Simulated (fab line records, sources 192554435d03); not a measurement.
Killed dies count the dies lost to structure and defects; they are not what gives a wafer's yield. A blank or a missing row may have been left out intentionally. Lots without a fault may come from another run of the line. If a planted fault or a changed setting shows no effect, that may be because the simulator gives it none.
Split-lot experiment + flow n5 finfet + 21 wafers read across 7 lots, on a route 1938 steps long

THE SPLIT ITSELF
At N5_BEOL_M15_COAT_04 (resist thk 800 nm), the setting spin rpm was moved away from the recipe's 1704 rpm on 7 of the 21 wafers read, by -4.0% to +7.0%. This setting was run at the recipe's value on the other wafers.

FROM THE SPLIT TO THE READING: what the file shows between them, 3 steps
- N5_BEOL_M15_EBR_06
- N5_BEOL_M15_SOFTBAKE_05: time 60 s
- N5_BEOL_M15_DESCUM_15: chemistry O2, time 7.9 s

THE READING
coat_of_BEOL_M15_COAT_04.thk nm (the simulator's own value, which no gauge read), in nm, at N5_BEOL_M15_ETCH_59 (etches BARC in N2/H2, target depth 89 nm, overetch 26.7 nm, time 67.9 s). There is no usual value for it anywhere in the file. Across the 14 wafers here that went through the recipe, the average is 718.5 nm and the standard deviation 2.8 nm.

| wafer  | tool, chamber at the split | spin rpm as run, rpm | against the recipe | coat_of_BEOL_M15_COAT_04.thk nm, nm | against lot-mates on the recipe |
|--------|----------------------------|----------------------|--------------------|-------------------------------------|---------------------------------|
| L076.1 | litho track-01, 0          | 1802                 | +5.8%              | 699                                 | -23.8                           |
| L076.3 | litho track-01, 0          | 1802                 | +5.8%              | 701.6                               | -21.2                           |
| L076.4 | litho track-01, 0          | 1704                 | recipe             | 722.8                               | -                               |
| L079.2 | litho track-05, 0          | 1704                 | recipe             | 717.4                               | -                               |
| L079.4 | litho track-05, 0          | 1635                 | -4.0%              | 738.6                               | +20.7                           |
| L079.6 | litho track-05, 0          | 1704                 | recipe             | 718.4                               | -                               |
| L080.4 | litho track-01, 0          | 1704                 | recipe             | 713.8                               | -                               |
| L080.5 | litho track-01, 0          | 1704                 | recipe             | 713.8                               | -                               |
| L080.6 | litho track-01, 0          | 1704                 | recipe             | 715                                 | -                               |
| L081.1 | litho track-01, 0          | 1704                 | recipe             | 720.4                               | -                               |
| L081.3 | litho track-01, 0          | 1704                 | recipe             | 722.2                               | -                               |
| L081.6 | litho track-01, 0          | 1704                 | recipe             | 717                                 | -                               |
| L089.1 | litho track-03, 0          | 1824                 | +7.0%              | 692.8                               | no lot-mate on the recipe       |
| L089.4 | litho track-03, 0          | 1824                 | +7.0%              | 694.8                               | no lot-mate on the recipe       |
| L089.5 | litho track-03, 0          | 1824                 | +7.0%              | 692.4                               | no lot-mate on the recipe       |
| L093.1 | litho track-01, 0          | 1704                 | recipe             | 720.8                               | -                               |
| L093.2 | litho track-01, 0          | 1704                 | recipe             | 718.8                               | -                               |
| L093.5 | litho track-01, 0          | 1704                 | recipe             | 718                                 | -                               |
| L094.1 | litho track-03, 0          | 1649                 | -3.2%              | 733.2                               | +12.7                           |
| L094.2 | litho track-03, 0          | 1704                 | recipe             | 721.6                               | -                               |
| L094.4 | litho track-03, 0          | 1704                 | recipe             | 719.4                               | -                               |

FIT RESULTS
A straight line over all 21 wafers: coat_of_BEOL_M15_COAT_04.thk nm changes by -3.68 nm for each +1% of spin rpm; r = -0.97; the points scatter about the line by 2.9 nm.
The same after taking each lot's own level away (the mean of its wafers on the recipe; 18 wafers): -4.14 nm for each +1%; r = -0.99; scatter 1.6 nm.
On that fit, the largest move of spin rpm shifts the reading by 29 nm.
Across the lots, their own levels run from 714.20 to 722.80 nm, a range of 3.0 times the standard deviation given above.
Thus the slope moves with the lot-to-lot level: the two fits are different.
Check: for one of the wafers moved furthest among these (+5.8%), held out of the fit, the line's prediction against its lot-mates is -23.3 nm. It came out at -23.8 nm against them.

OTHER SPLITS APPLIED TO THESE WAFERS
Note: prior to the reading, these wafers also went through further splits. Each is held against what the fit with the lots' levels taken away leaves over:
| other split on the same wafers | wafers away from the commonest value | r with coat_of_BEOL_M15_COAT_04.thk nm (lot level and that fit taken away) |
|--------------------------------|--------------------------------------|----------------------------------------------------------------------------|
| N5_BEOL_M11_EXPOSE_25 dose mj  | 5                                    | +0.09                                                                      |
| N5_BEOL_M11_ETCH_66 time s     | 5                                    | -0.06                                                                      |
| N5_BEOL_M11_CURE_72 time s     | 5                                    | +0.30                                                                      |
| N5_BEOL_M13_COAT_65 spin rpm   | 10                                   | -0.38                                                                      |
| N5_BEOL_M14_ILD_DEP_00 temp c  | 6                                    | -0.19                                                                      |
| N5_BEOL_M14_COAT_04 spin rpm   | 4                                    | +0.09                                                                      |

THE WHOLE CHAIN: every reading that the file lists as answering this split, in the file's order
| step                | what it does                                                            | reading                                                                          | change (the file's fit)              | r (the file's) |
|---------------------|-------------------------------------------------------------------------|----------------------------------------------------------------------------------|--------------------------------------|----------------|
| N5_BEOL_M15_COAT_04 | resist thk 800 nm                                                       | coat_of_BEOL_M15_COAT_04.thk nm (the simulator's own value, which no gauge read) | -4.12 nm for each +1% of the setting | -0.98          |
| N5_BEOL_M15_ETCH_59 | etches BARC in N2/H2, target depth 89 nm, overetch 26.7 nm, time 67.9 s | coat_of_BEOL_M15_COAT_04.thk nm (the simulator's own value, which no gauge read) | -4.24 nm for each +1% of the setting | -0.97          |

FILE'S OWN FIT
coat_of_BEOL_M15_COAT_04.thk nm changes by -4.24 nm for each +1% of spin rpm, r = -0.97.
